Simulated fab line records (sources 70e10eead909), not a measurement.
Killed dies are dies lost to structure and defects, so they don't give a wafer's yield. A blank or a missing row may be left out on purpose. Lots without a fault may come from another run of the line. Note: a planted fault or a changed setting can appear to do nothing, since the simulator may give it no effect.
Which tool is to blame? -- flow nand-harc -- Sampling: 13 lots, 38 wafers, 2 of 1302 route steps

== WHAT THE GAUGES SHOWED, per wafer ==
NHARC_P_STI_CD_MEAS_16. Usual: 199.3 nm for cd-nm, sd 2.8.
lot,measured,on,cd-nm (nm),flag
L152,day 2 22:49,cd-sem-01,200.6 200.3 203.4,
L153,day 3 09:27,cd-sem-02,202.2 200.1 199.0,
L154,day 3 19:41,cd-sem-02,203.2 200.8 200.4,
L155,day 4 02:18,cd-sem-02,200.8 201.6 200.8,
L157,day 4 21:03,cd-sem-01,201.3 200.7 200.7,
L158,day 5 09:22,cd-sem-02,202.0 203.7 201.2,
L161,day 6 15:31,cd-sem-01,197.0 193.3 196.7,
L168,day 9 13:25,cd-sem-03,201.6 201.9,
L170,day 10 09:56,cd-sem-02,197.1 201.1 200.6,
L171,day 10 23:07,cd-sem-03,197.5 196.1 198.2,
L173,day 11 14:01,cd-sem-03,199.9 199.8 198.2,
L174,day 12 01:30,cd-sem-03,203.1 202.9 200.3,
L175,day 12 17:07,cd-sem-02,197.3 201.1 199.6,

NHARC_P_GATE_OVL_MEAS_27. Usual: overlay-x-nm 0.2 nm, standard deviation 0.74; overlay-y-nm -0.1 nm, standard deviation 0.69.
lot,measured,on,overlay-x-nm (nm),overlay-y-nm (nm),flag
L152,day 5 01:46,overlay-01,0.5 0.8 0.8,0.2 0.3 0.8,
L153,day 5 19:56,overlay-02,-0.2 -0.1 0.1,0.0 -0.1 -0.3,
L154,day 6 03:38,overlay-01,0.2 0.2 0.1,0.2 0.2 0.1,
L155,day 6 08:20,overlay-01,-0.2 0.0 -0.3,1.1 1.3 1.7,
L157,day 7 04:59,overlay-02,1.0 1.4 1.3,-0.8 -0.5 0.3,
L158,day 7 15:49,overlay-01,-1.4 -0.3 -1.3,-0.4 -0.5 -0.4,
L161,day 8 21:35,overlay-02,1.2 1.4 1.3,-0.1 -0.5 -0.6,
L168,day 12 01:50,overlay-01,1.1 0.1,0.3 -0.1,
L170,day 12 14:07,overlay-02,-0.1 0.2 0.0,-0.1 0.0 -0.8,
L171,day 13 10:37,overlay-02,-0.3 0.0 0.2,-1.5 -0.8 -1.2,
L173,day 14 04:58,overlay-01,0.0 0.5 0.6,0.0 0.0 0.1,
L174,day 14 11:49,overlay-01,-1.9 -1.2 -0.9,-0.3 -0.6 0.0,
L175,day 15 01:13,overlay-01,0.2 0.2 0.2,0.1 0.4 0.1,

== WHICH TOOL RAN EACH LOT (tool, then ch and the chambers of the sampled wafers, then the start) ==
Before these readings, the record contains no process step.

== AS READ BY THE TOOLS THEMSELVES (means over the sampled wafers that have a number; for cases with no such wafer, the mark the record gives instead) ==
The record holds no such reading with a usual standard deviation.

== THE ANSWER, worked out from the rows above alone ==
Rule: a lot counts as off when the mean over its wafers that have a number is more than 3 standard deviations away from the usual mean. Also off: a lot with no number at a reading for which 4 or more lots have one. All remaining lots with rows at the step are treated as sound. After the gauges, taken in route order, come the tools' own readings; for these a lot's mean is taken, as printed above. At the first step where some lot is off, the reading lying furthest off is the one used; lots without a number count as furthest.
No lot is off at any reading shown: from this, nothing can be told.

== WHAT THE SIMULATOR HAD INSERTED ==
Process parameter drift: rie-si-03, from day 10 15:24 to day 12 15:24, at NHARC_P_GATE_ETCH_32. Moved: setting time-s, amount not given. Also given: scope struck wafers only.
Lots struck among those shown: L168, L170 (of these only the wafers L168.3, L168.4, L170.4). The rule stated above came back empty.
